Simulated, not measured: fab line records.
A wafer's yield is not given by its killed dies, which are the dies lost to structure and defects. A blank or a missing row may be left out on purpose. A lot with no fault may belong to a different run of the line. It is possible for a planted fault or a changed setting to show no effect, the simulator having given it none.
fab line records -- flow n5_finfet -- part 1 of 2: steps 1 to 18 of 24
record lots=5, wafers=15, last_day=20
route steps=1938 shown HKMG_FIN@425
lots untouched by any fault: they come from a run of this same line in which no faults occurred
start_h: start of the lot's first displayed wafer, in hours after the record's first day -- wait_h: hours from the lot's prior step to this one -- " identical to the entry in the row above -- L1.1+2: one row covering several wafers at once -- - no value, or no start given -- * or withheld: withheld -- < > ~ a bound
route shown NAME@n: names a module that has steps shown in the file, with the first one's number in the route -- usual: mean/standard deviation of fault-free wafers -- same: alike in all rows -- chamber/n: place in a boat -- sites: per-site readings -- _std_site: their standard deviation -- _edge_site: the outer-site mean with the inner-site mean subtracted -- radius_mm: for every site, how far away it sits from the centre of the wafer -- mask NAME#n: copy n -- behind: tool/chamber where the wafer was last shaped -- hold: reason for holding the lot/hours on hold/outcome of the hold -- device: names the non-switching transistor (n, p or np) -- end of line: tests of these same wafers at the route's end -- a step without rows: its recipe alone -- killed: count of dies lost to structure and defects at first sort (not the wafer's yield) -- map: shows each die of a wafer: x if killed, . if not, _ if none is there
set.NAME: setting as actually run; set.NAME@STEP: the setting as run at that earlier step -- model.NAME: the simulator's own value behind a step, which no gauge read
lots at some steps of the route; a table a step, a row a wafer
services: the hour from which a tool's chamber was out of use, counted from the record's first day as start_h (under 0 if before that day), plus the number of hours and why
## steps
# step N5_HKMG_FIN_EBR_08
# recipe solvent=PGMEA, ebr_width_mm=1.5
lot.wafer,tool,chamber,start_h,wait_h
L078.1+3+5,litho_track-05,0,-,-
L087.1+4+6,litho_track-01,0,-,-
L088.1+2+4,litho_track-04,0,-,-
L091.3+5+6,litho_track-01,0,-,-
L097.3+5+6,litho_track-01,0,-,-
# step N5_HKMG_FIN_SOFTBAKE_07
# recipe temp_c=110, time_s=60, resist=CAR-ArF
lot.wafer,tool,chamber,start_h,wait_h
L078.1+3+5,litho_track-05,0,-,-
L087.1+4+6,litho_track-01,0,-,-
L088.1+2+4,litho_track-04,0,-,-
L091.3+5+6,litho_track-01,0,-,-
L097.3+5+6,litho_track-01,0,-,-
# step N5_HKMG_FIN_EXPOSE_09
# recipe mask_id=NWFM, na=1.35, source_shape=conventional, sigma_outer=0.8, polarization=unpolarized, dose_mj=39.25
lot.wafer,tool,chamber,start_h,wait_h,mask
L078.1+3+5,arfi_scanner-03,0,103.88,-,NWFM#0
L087.1+4+6,arfi_scanner-01,0,152.00,-,NWFM#0
L088.1+2+4,arfi_scanner-02,0,156.73,-,NWFM#0
L091.3+5+6,arfi_scanner-02,0,174.62,-,NWFM#0
L097.3+5+6,arfi_scanner-02,0,213.30,-,NWFM#0
# step N5_HKMG_FIN_PEB_10
# recipe peb_temp_c=withheld, peb_time_s=60, resist=CAR-ArF
lot.wafer,tool,chamber,start_h,wait_h
L078.1+3+5,litho_track-01,0,103.94,0.1
L087.1+4+6,litho_track-04,0,152.06,0.1
L088.1+2+4,litho_track-04,0,156.79,0.1
L091.3+5+6,litho_track-04,0,174.67,0.0
L097.3+5+6,litho_track-04,0,213.35,0.0
# step N5_HKMG_FIN_DEVELOP_11
# recipe develop_time_s=30, developer=TMAH, resist=CAR-ArF, dev_temp_c=23, rinse_liquid=diw, dry=air_spin
# usual developer_temp_C=22.98/0.11
lot.wafer,tool,chamber,start_h,wait_h,developer_temp_C
L078.1,litho_track-01,0,-,-,23.04
L078.3,litho_track-01,0,-,-,23.15
L078.5,litho_track-01,0,-,-,23.16
L087.1,litho_track-04,0,-,-,22.93
L087.4,litho_track-04,0,-,-,22.89
L087.6,litho_track-04,0,-,-,22.94
L088.1,litho_track-04,0,-,-,23.08
L088.2,litho_track-04,0,-,-,23.02
L088.4,litho_track-04,0,-,-,23.20
L091.3,litho_track-04,0,-,-,23.07
L091.5,litho_track-04,0,-,-,23.04
L091.6,litho_track-04,0,-,-,22.94
L097.3,litho_track-04,0,-,-,22.99
L097.5,litho_track-04,0,-,-,22.98
L097.6,litho_track-04,0,-,-,22.91
# step N5_HKMG_FIN_CD_MEAS_12
# recipe target_cd_nm=92.8, landing_energy_ev=500, detector=se_inlens
# usual cd_nm=92.8/0.8
lot.wafer,tool,chamber,start_h,wait_h,cd_nm
L078.1,cd_sem-03,0,104.00,-,92.2
L078.3,cd_sem-03,0,104.00,-,92.9
L078.5,cd_sem-03,0,104.00,-,91.5
L087.1,cd_sem-03,0,152.12,-,93.1
L087.4,cd_sem-03,0,152.12,-,92.0
L087.6,cd_sem-03,0,152.12,-,92.9
L088.1,cd_sem-03,0,156.85,-,91.8
L088.2,cd_sem-03,0,156.85,-,91.5
L088.4,cd_sem-03,0,156.85,-,91.9
L091.3,cd_sem-01,0,174.74,-,92.1
L091.5,cd_sem-01,0,174.74,-,91.8
L091.6,cd_sem-01,0,174.74,-,93.2
L097.3,cd_sem-01,0,213.41,-,93.0
L097.5,cd_sem-01,0,213.41,-,92.4
L097.6,cd_sem-01,0,213.41,-,92.7
# step N5_HKMG_FIN_OVL_MEAS_13
# recipe points_per_wafer=44
# usual NWFM_OVL=0.2/0.76
lot.wafer,tool,chamber,start_h,wait_h,NWFM_OVL[nm]
L078.1,overlay-02,0,104.03,0.0,0.5
L078.3,overlay-02,0,104.03,0.0,0.0
L078.5,overlay-02,0,104.03,0.0,-0.9
L087.1,overlay-01,0,152.16,0.0,1.2
L087.4,overlay-01,0,152.16,0.0,0.3
L087.6,overlay-01,0,152.16,0.0,-0.1
L088.1,overlay-01,0,156.88,0.0,-1.0
L088.2,overlay-01,0,156.88,0.0,-0.5
L088.4,overlay-01,0,156.88,0.0,-1.3
L091.3,overlay-01,0,174.76,0.0,1.2
L091.5,overlay-01,0,174.76,0.0,1.2
L091.6,overlay-01,0,174.76,0.0,1.2
L097.3,overlay-01,0,213.44,0.0,1.4
L097.5,overlay-01,0,213.44,0.0,0.4
L097.6,overlay-01,0,213.44,0.0,0.1
# step N5_HKMG_FIN_INSPECT_14
# recipe mode=adi, inspect_instrument=macro
# usual raw_defect_count=2.1/1.4
lot.wafer,tool,chamber,start_h,wait_h,raw_defect_count
L078.1,defect_inspect-01,-,104.06,0.0,1
L078.3,defect_inspect-01,-,104.06,0.0,4
L078.5,defect_inspect-01,-,104.06,0.0,2
L087.1,defect_inspect-02,-,152.18,0.0,2
L087.4,defect_inspect-02,-,152.18,0.0,1
L087.6,defect_inspect-02,-,152.18,0.0,1
L088.1,defect_inspect-01,-,156.91,0.0,1
L088.2,defect_inspect-01,-,156.91,0.0,2
L088.4,defect_inspect-01,-,156.91,0.0,3
L091.3,defect_inspect-02,-,174.79,0.0,1
L091.5,defect_inspect-02,-,174.79,0.0,3
L091.6,defect_inspect-02,-,174.79,0.0,2
L097.3,defect_inspect-02,-,213.47,0.0,1
L097.5,defect_inspect-02,-,213.47,0.0,1
L097.6,defect_inspect-02,-,213.47,0.0,3
# step N5_HKMG_FIN_DESCUM_17
# recipe chemistry=O2, time_s=7.9, source_power_w=50, bias_power_w=20, pressure_mtorr=20, rf_frequency_hz=2.712e+07, temp_c=40, resist=CAR-ArF, o2_flow_sccm=225
# usual drypump_motor_current_A=5.5/0.49, oes_product_au=0.80/0.092, rf_fwd_power_W=49.41/0.23, rf_vpp_V=243.0/1.1, showerhead_plenum_p_Torr=2.08/0.048, temp_c=40.01/0.1, throttle_valve_pct=20.16/0.2
lot.wafer,tool,chamber,start_h,wait_h,drypump_motor_current_A,oes_product_au,rf_fwd_power_W,rf_hours_counter_h,rf_vpp_V,showerhead_plenum_p_Torr,temp_c,throttle_valve_pct
L078.1,rie_diel-01,3,104.09,0.0,5.6,0.88,49.32,38,242.9,2.05,39.85,20.00
L078.3,rie_diel-01,2,104.09,0.0,5.2,0.69,49.01,211,240.8,2.00,40.03,20.34
L078.5,rie_diel-01,0,104.09,0.0,5.5,0.74,49.56,-,242.6,2.10,40.18,20.51
L087.1,rie_diel-05,3,152.41,0.2,5.2,0.94,49.32,9,242.8,2.05,40.23,20.07
L087.4,rie_diel-05,2,152.41,0.2,5.4,0.76,49.24,128,244.2,2.09,40.09,19.93
L087.6,rie_diel-05,1,152.41,0.2,6.4,0.89,49.46,-,240.7,2.04,39.99,19.92
L088.1,rie_diel-05,2,156.94,0.0,5.4,0.77,49.44,129,242.4,2.09,39.95,19.96
L088.2,rie_diel-05,0,156.94,0.0,5.2,0.82,49.41,95,244.9,2.10,40.05,20.21
L088.4,rie_diel-05,1,156.94,0.0,6.4,0.89,49.28,27,242.3,2.04,39.96,19.93
L091.3,rie_diel-05,0,174.82,0.0,5.3,0.80,49.49,98,241.9,2.10,40.07,20.22
L091.5,rie_diel-05,2,174.82,0.0,5.4,0.77,49.59,-,244.0,2.09,39.93,19.95
L091.6,rie_diel-05,3,174.82,0.0,5.3,0.93,49.43,-,243.7,2.05,40.25,20.09
L097.3,rie_diel-04,0,213.50,0.0,5.7,0.66,48.95,235,242.0,2.06,39.94,20.28
L097.5,rie_diel-04,1,213.50,0.0,6.3,0.88,49.42,-,243.4,2.11,40.21,20.28
L097.6,rie_diel-04,0,213.50,0.0,5.7,0.67,49.02,-,241.6,2.06,40.01,20.28
# step N5_HKMG_FIN_ETCH_31
# recipe chemistry=CF4, target=SiARC, target_depth_a=455, mask_material=CAR-ArF, time_s=75.8, ion_energy_ev=80, pressure_mtorr=40, source_w=545, bias_w=36, Ar_flow_sccm=100, cf4_flow_sccm=100, ends=cleared
# usual drypump_motor_current_A=5.5/0.49, etch_rf_on_time_s=76.7/2.1, mfc_ar_sccm=100.0/0.32, oes_product_au=0.68/0.075, rf_fwd_power_W=539.6/2.6, rf_vpp_V=184.0/1, showerhead_plenum_p_Torr=2.14/0.041, throttle_valve_pct=15.43/0.17
lot.wafer,tool,chamber,start_h,wait_h,drypump_motor_current_A,etch_rf_on_time_s,mfc_ar_sccm,oes_product_au,rf_fwd_power_W,rf_hours_counter_h,rf_vpp_V,showerhead_plenum_p_Torr,throttle_valve_pct
L078.1,rie_diel-01,3,104.13,0.0,5.6,74.7,99.2,0.75,540.7,38,183.7,2.10,15.22
L078.3,rie_diel-01,2,104.13,0.0,5.2,74.9,99.9,0.61,535.0,211,182.7,2.05,15.52
L078.5,rie_diel-01,0,104.13,0.0,5.5,74.8,100.0,0.63,540.0,-,186.7,2.14,15.66
L087.1,rie_diel-05,3,152.44,0.0,5.3,78.1,100.4,0.81,538.8,9,183.5,2.11,15.32
L087.4,rie_diel-05,2,152.44,0.0,5.4,75.2,100.0,0.66,539.4,128,184.5,2.16,15.32
L087.6,rie_diel-05,1,152.44,0.0,6.4,78.0,100.9,0.74,540.7,-,182.9,2.11,15.26
L088.1,rie_diel-05,2,156.98,0.0,5.4,74.4,100.3,0.66,537.5,129,183.2,2.16,15.32
L088.2,rie_diel-05,0,156.98,0.0,5.3,77.1,100.2,0.68,537.9,95,184.0,2.17,15.53
L088.4,rie_diel-05,1,156.98,0.0,6.4,77.3,100.1,0.75,540.8,27,183.0,2.11,15.24
L091.3,rie_diel-05,0,174.86,0.0,5.2,77.5,99.3,0.68,538.6,98,183.6,2.17,15.54
L091.5,rie_diel-05,2,174.86,0.0,5.4,74.4,100.3,0.66,538.1,-,184.5,2.16,15.32
L091.6,rie_diel-05,3,174.86,0.0,5.3,77.5,100.2,0.80,539.0,-,184.6,2.11,15.35
L097.3,rie_diel-04,0,213.53,0.0,5.8,77.5,100.2,0.57,536.3,235,182.9,2.12,15.64
L097.5,rie_diel-04,1,213.53,0.0,6.3,75.6,100.3,0.75,538.9,-,183.7,2.18,15.56
L097.6,rie_diel-04,0,213.53,0.0,5.8,77.4,99.6,0.57,535.5,-,183.2,2.12,15.65
# step N5_HKMG_FIN_ETCH_32
# recipe chemistry=N2/H2, target=SOC, target_depth_a=2400, temp_c=40, time_s=300, ion_energy_ev=200, mask_material=SiARC, pressure_mtorr=30, source_w=840, bias_w=150, n2_flow_sccm=200, h2_flow_sccm=200
# usual drypump_motor_current_A=5.6/0.49, oes_product_au=0.79/0.087, rf_fwd_power_W=837.9/2.8, rf_vpp_V=523.7/1.8, showerhead_plenum_p_Torr=2.54/0.067, temp_c=39.99/0.11, throttle_valve_pct=17.61/0.21
lot.wafer,tool,chamber,start_h,wait_h,drypump_motor_current_A,oes_product_au,rf_fwd_power_W,rf_hours_counter_h,rf_vpp_V,showerhead_plenum_p_Torr,temp_c,throttle_valve_pct
L078.1,rie_diel-01,3,104.18,0.0,5.6,0.89,841.8,38,522.3,2.50,40.16,17.44
L078.3,rie_diel-01,2,104.18,0.0,5.3,0.72,833.3,212,521.3,2.41,40.24,17.51
L078.5,rie_diel-01,0,104.18,0.0,5.5,0.74,837.3,-,522.1,2.54,40.10,17.84
L087.1,rie_diel-05,3,152.50,0.0,5.3,0.96,838.2,9,522.9,2.49,40.15,17.56
L087.4,rie_diel-05,2,152.50,0.0,5.4,0.79,838.4,128,523.6,2.54,40.03,17.42
L087.6,rie_diel-05,1,152.50,0.0,6.4,0.86,842.6,-,522.6,2.49,39.86,17.42
L088.1,rie_diel-05,2,157.03,0.0,5.4,0.77,841.7,129,523.7,2.54,40.02,17.42
L088.2,rie_diel-05,0,157.03,0.0,5.3,0.78,839.4,95,524.5,2.56,39.86,17.57
L088.4,rie_diel-05,1,157.03,0.0,6.4,0.85,839.2,27,523.0,2.49,40.03,17.41
L091.3,rie_diel-05,0,174.91,0.0,5.3,0.78,839.8,98,524.5,2.56,40.04,17.58
L091.5,rie_diel-05,2,174.91,0.0,5.4,0.78,843.2,-,524.3,2.54,39.95,17.43
L091.6,rie_diel-05,3,174.91,0.0,5.3,0.94,835.1,-,523.1,2.49,39.78,17.59
L097.3,rie_diel-04,0,213.59,0.0,5.7,0.68,837.8,235,523.5,2.48,40.09,17.58
L097.5,rie_diel-04,1,213.59,0.0,6.4,0.88,838.3,-,525.1,2.61,40.26,17.95
L097.6,rie_diel-04,0,213.59,0.0,5.8,0.68,836.7,-,524.0,2.48,39.99,17.60
# step N5_HKMG_FIN_STRIP_33
# recipe chemistry=N2/H2, temp_c=40, n2_flow_sccm=200, h2_flow_sccm=200, rf_frequency_hz=6e+07
lot.wafer,tool,chamber,start_h,wait_h
L078.1+3+5,rie_diel-01,"3,2,0",104.36,0.1
L087.1+4+6,rie_diel-05,"3,2,1",152.68,0.1
L088.1+2+4,rie_diel-05,"2,0,1",157.21,0.1
L091.3+5+6,rie_diel-05,"0,2,3",175.09,0.1
L097.3+5+6,rie_diel-04,"0,1,0",213.77,0.1
# step N5_HKMG_FIN_STRIP_34
# recipe chemistry=CF4, resist=SiARC, power_w=300, bias_power_w=75, pressure_mtorr=50, cf4_flow_sccm=150, rf_frequency_hz=6e+07
# usual drypump_motor_current_A=5.5/0.49, oes_product_au=0.79/0.087, rf_fwd_power_W=293.9/1.3, rf_vpp_V=271.0/1.1, showerhead_plenum_p_Torr=1.79/0.034, throttle_valve_pct=13.40/0.18
lot.wafer,tool,chamber,start_h,wait_h,drypump_motor_current_A,oes_product_au,rf_fwd_power_W,rf_hours_counter_h,rf_vpp_V,showerhead_plenum_p_Torr,throttle_valve_pct
L078.1,rie_diel-01,3,104.37,0.0,5.6,0.87,293.0,38,270.7,1.77,13.23
L078.3,rie_diel-01,2,104.37,0.0,5.2,0.70,292.4,212,268.6,1.71,13.51
L078.5,rie_diel-01,0,104.37,0.0,5.5,0.73,295.5,-,270.8,1.79,13.62
L087.1,rie_diel-05,3,152.69,0.0,5.3,0.95,291.2,9,272.7,1.78,13.30
L087.4,rie_diel-05,2,152.69,0.0,5.4,0.76,295.5,128,271.5,1.80,13.26
L087.6,rie_diel-05,1,152.69,0.0,6.4,0.87,-,-,271.0,1.77,13.20
L088.1,rie_diel-05,2,157.22,0.0,5.4,0.76,295.0,129,270.1,1.80,13.28
L088.2,rie_diel-05,0,157.22,0.0,5.3,0.79,293.0,95,270.4,1.83,13.53
L088.4,rie_diel-05,1,157.22,0.0,6.4,0.88,-,27,269.0,1.77,13.18
L091.3,rie_diel-05,0,175.10,0.0,5.2,0.79,294.2,98,272.0,1.83,13.52
L091.5,rie_diel-05,2,175.10,0.0,5.4,0.76,294.8,-,271.5,1.80,13.29
L091.6,rie_diel-05,3,175.10,0.0,5.3,0.94,293.1,-,270.8,1.78,13.33
L097.3,rie_diel-04,0,213.78,0.0,5.7,0.68,-,236,270.5,1.77,13.62
L097.5,rie_diel-04,1,213.78,0.0,6.3,0.85,294.1,-,270.8,1.81,13.47
L097.6,rie_diel-04,0,213.78,0.0,5.7,0.67,-,-,270.0,1.77,13.62
# step N5_HKMG_FIN_ETCH_35
# recipe chemistry=N2/H2, target=SOC, target_depth_a=2158, ion_energy_ev=65, bias_w=5, source_w=3000, time_s=243.4, pressure_mtorr=30, n2_flow_sccm=200, h2_flow_sccm=200
# usual drypump_motor_current_A=5.6/0.49, oes_product_au=0.79/0.087, rf_fwd_power_W=2991/9.1, rf_vpp_V=141.6/0.9, showerhead_plenum_p_Torr=2.54/0.067, throttle_valve_pct=17.62/0.21
lot.wafer,tool,chamber,start_h,wait_h,drypump_motor_current_A,oes_product_au,rf_fwd_power_W,rf_hours_counter_h,rf_vpp_V,showerhead_plenum_p_Torr,throttle_valve_pct
L078.1,rie_diel-01,3,104.39,0.0,5.6,0.88,2986,38,141.0,2.50,17.45
L078.3,rie_diel-01,2,104.39,0.0,5.2,0.72,2992,212,141.0,2.41,17.53
L078.5,rie_diel-01,0,104.39,0.0,5.5,0.74,2969,-,143.0,2.54,17.85
L087.1,rie_diel-05,3,152.71,0.0,5.3,0.95,2989,9,141.9,2.49,17.57
L087.4,rie_diel-05,2,152.71,0.0,5.4,0.79,2999,128,141.0,2.54,17.43
L087.6,rie_diel-05,1,152.71,0.0,6.4,0.87,2991,-,141.8,2.49,17.42
L088.1,rie_diel-05,2,157.24,0.0,5.4,0.78,2979,129,142.1,2.54,17.44
L088.2,rie_diel-05,0,157.24,0.0,5.2,0.80,2991,95,142.1,2.56,17.58
L088.4,rie_diel-05,1,157.24,0.0,6.4,0.87,2996,27,141.4,2.49,17.44
L091.3,rie_diel-05,0,175.12,0.0,5.3,0.79,3000,98,143.0,2.56,17.59
L091.5,rie_diel-05,2,175.12,0.0,5.4,0.77,2978,-,141.0,2.54,17.43
L091.6,rie_diel-05,3,175.12,0.0,5.3,0.93,2989,-,141.9,2.49,17.58
L097.3,rie_diel-04,0,213.80,0.0,5.8,0.68,2979,236,141.5,2.48,17.59
L097.5,rie_diel-04,1,213.80,0.0,6.3,0.87,2996,-,140.8,2.61,17.95
L097.6,rie_diel-04,0,213.80,0.0,5.7,0.68,2969,-,142.1,2.48,17.59
# step N5_HKMG_FIN_STRIP_92
# recipe chemistry=N2/H2, material=SOC, time_s=20, power_w=500, temp_c=40, pressure_mtorr=50, rf_frequency_hz=6e+07, bias_power_w=8, h2_frac=0.5, n2_flow_sccm=300, h2_flow_sccm=300
# usual drypump_motor_current_A=5.6/0.49, oes_product_au=0.79/0.088, rf_fwd_power_W=496.2/1.9, rf_vpp_V=54.3/0.84, showerhead_plenum_p_Torr=3.35/0.085, temp_c=39.99/0.094, throttle_valve_pct=18.7/0.34
lot.wafer,tool,chamber,start_h,wait_h,drypump_motor_current_A,oes_product_au,rf_fwd_power_W,rf_hours_counter_h,rf_vpp_V,showerhead_plenum_p_Torr,temp_c,throttle_valve_pct
L078.1,rie_diel-01,3,104.54,0.1,5.6,0.90,495.6,38,54.2,3.31,39.95,18.5
L078.3,rie_diel-01,2,104.54,0.1,5.3,0.71,491.8,212,55.1,3.18,39.97,18.4
L078.5,rie_diel-01,0,104.54,0.1,5.5,0.74,495.2,-,54.6,3.35,39.92,18.8
L087.1,rie_diel-05,3,152.86,0.1,5.2,0.93,496.5,9,54.6,3.29,40.06,19.0
L087.4,rie_diel-05,2,152.86,0.1,5.4,0.77,496.1,128,54.8,3.36,39.96,18.5
L087.6,rie_diel-05,1,152.86,0.1,6.4,0.87,497.9,-,55.2,3.30,39.82,18.4
L088.1,rie_diel-05,2,157.39,0.1,5.4,0.77,498.6,130,53.8,3.36,39.94,18.5
L088.2,rie_diel-05,0,157.39,0.1,5.3,0.79,495.5,95,54.0,3.38,40.03,18.5
L088.4,rie_diel-05,1,157.39,0.1,6.4,0.87,497.5,28,52.9,3.30,40.05,18.5
L091.3,rie_diel-05,0,175.27,0.1,5.3,0.78,497.8,98,53.0,3.38,39.97,18.5
L091.5,rie_diel-05,2,175.27,0.1,5.4,0.78,494.8,-,54.6,3.35,40.01,18.5
L091.6,rie_diel-05,3,175.27,0.1,5.3,0.93,493.8,-,53.9,3.29,39.99,19.0
L097.3,rie_diel-04,0,213.95,0.1,5.8,0.67,493.4,236,55.6,3.28,39.95,18.6
L097.5,rie_diel-04,1,213.95,0.1,6.4,0.87,495.3,-,53.9,3.44,40.00,19.1
L097.6,rie_diel-04,0,213.95,0.1,5.8,0.67,493.7,-,52.9,3.28,39.91,18.7
# step N5_HKMG_FIN_WET_ETCH_18
# recipe chemistry=SC1, target=TiN, mix=1:1:5, temp_c=*, time_s=55, target_depth_nm=5.2, dry=ipa_marangoni, rinse_time_s=30, rinse_temp_c=23
# usual temp_c=*
lot.wafer,tool,chamber,start_h,wait_h,temp_c
L078.1,wet_bench-05,2,104.63,0.1,*
L078.3,wet_bench-05,1,104.63,0.1,*
L078.5,wet_bench-05,0,104.63,0.1,*
L087.1,wet_bench-05,3,152.94,0.1,*
L087.4,wet_bench-05,1,152.94,0.1,*
L087.6,wet_bench-05,7,152.94,0.1,*
L088.1,wet_bench-02,5,157.48,0.1,*
L088.2,wet_bench-02,0,157.48,0.1,*
L088.4,wet_bench-02,4,157.48,0.1,*
L091.3,wet_bench-05,1,175.36,0.1,*
L091.5,wet_bench-05,3,175.36,0.1,*
L091.6,wet_bench-05,5,175.36,0.1,*
L097.3,wet_bench-05,4,214.03,0.1,*
L097.5,wet_bench-05,1,214.03,0.1,*
L097.6,wet_bench-05,2,214.03,0.1,*
# step N5_HKMG_FIN_STRIP_19
# recipe chemistry=N2/H2, power_w=2500, temp_c=300, h2_frac=0.65, time_s=360, pressure_mtorr=withheld, n2_flow_sccm=1750, h2_flow_sccm=3250
# usual drypump_motor_current_A=5.59/0.2, heater_power_w=445/48, temp_c=300.00/0.2
lot.wafer,tool,chamber,start_h,wait_h,drypump_motor_current_A,heater_power_w,rf_hours_counter_h,temp_c
L078.1,plasma_asher-02,1,104.69,0.0,5.82,427,42,299.95
L078.3,plasma_asher-02,0,104.69,0.0,5.66,430,-,300.13
L078.5,plasma_asher-02,1,104.69,0.0,5.82,440,-,300.30
L087.1,plasma_asher-02,0,153.01,0.0,5.65,438,49,299.88
L087.4,plasma_asher-02,0,153.01,0.0,5.66,433,-,299.85
L087.6,plasma_asher-02,1,153.01,0.0,5.82,427,-,300.15
L088.1,plasma_asher-01,1,157.57,0.0,5.53,521,111,299.93
L088.2,plasma_asher-01,0,157.57,0.0,5.29,379,111,299.88
L088.4,plasma_asher-01,1,157.57,0.0,5.53,531,-,299.87
L091.3,plasma_asher-01,1,175.55,0.2,5.53,535,-,300.02
L091.5,plasma_asher-01,0,175.55,0.2,5.27,383,-,300.17
L091.6,plasma_asher-01,1,175.55,0.2,5.53,515,-,299.87
L097.3,plasma_asher-02,1,214.22,0.1,5.84,432,-,300.16
L097.5,plasma_asher-02,0,214.22,0.1,5.65,446,-,300.20
L097.6,plasma_asher-02,1,214.22,0.1,5.86,437,-,299.97
# step N5_HKMG_FIN_ALD_91
# recipe material=TiN, target_thk_a=10, temp_c=400, ald_precursor_family=TiCl4, ald_co_reactant=NH3, pulse_time_s=1, purge_time_s=3, co_reactant_purge_time_s=2, co_reactant_pulse_time_s=2, ald_cycles=47, pressure_torr=3
# usual chamber_pressure_Torr=3.000/0.0058, heater_power_w=890/88, precursor_pulse_height_rel=0.999/0.022
lot.wafer,tool,chamber,start_h,wait_h,chamber_pressure_Torr,heater_power_w,precursor_pulse_height_rel
L078.1,ald_metal-03,1,105.07,0.3,3.004,834,1.016
L078.3,ald_metal-03,0,105.07,0.3,3.004,815,0.985
L078.5,ald_metal-03,1,105.07,0.3,2.998,800,1.025
L087.1,ald_metal-04,2,153.39,0.3,2.999,885,1.019
L087.4,ald_metal-04,1,153.39,0.3,3.007,762,0.967
L087.6,ald_metal-04,1,153.39,0.3,3.003,776,1.000
L088.1,ald_metal-03,2,157.96,0.3,2.996,943,1.011
L088.2,ald_metal-03,0,157.96,0.3,3.002,810,1.030
L088.4,ald_metal-03,1,157.96,0.3,2.995,840,0.956
L091.3,ald_metal-02,3,175.81,0.1,2.998,1021,1.000
L091.5,ald_metal-02,0,175.81,0.1,2.997,995,1.016
L091.6,ald_metal-02,3,175.81,0.1,3.003,984,0.976
L097.3,ald_metal-02,0,214.49,0.2,3.005,992,1.018
L097.5,ald_metal-02,3,214.49,0.2,2.999,1004,0.994
L097.6,ald_metal-02,2,214.49,0.2,3.003,755,0.960
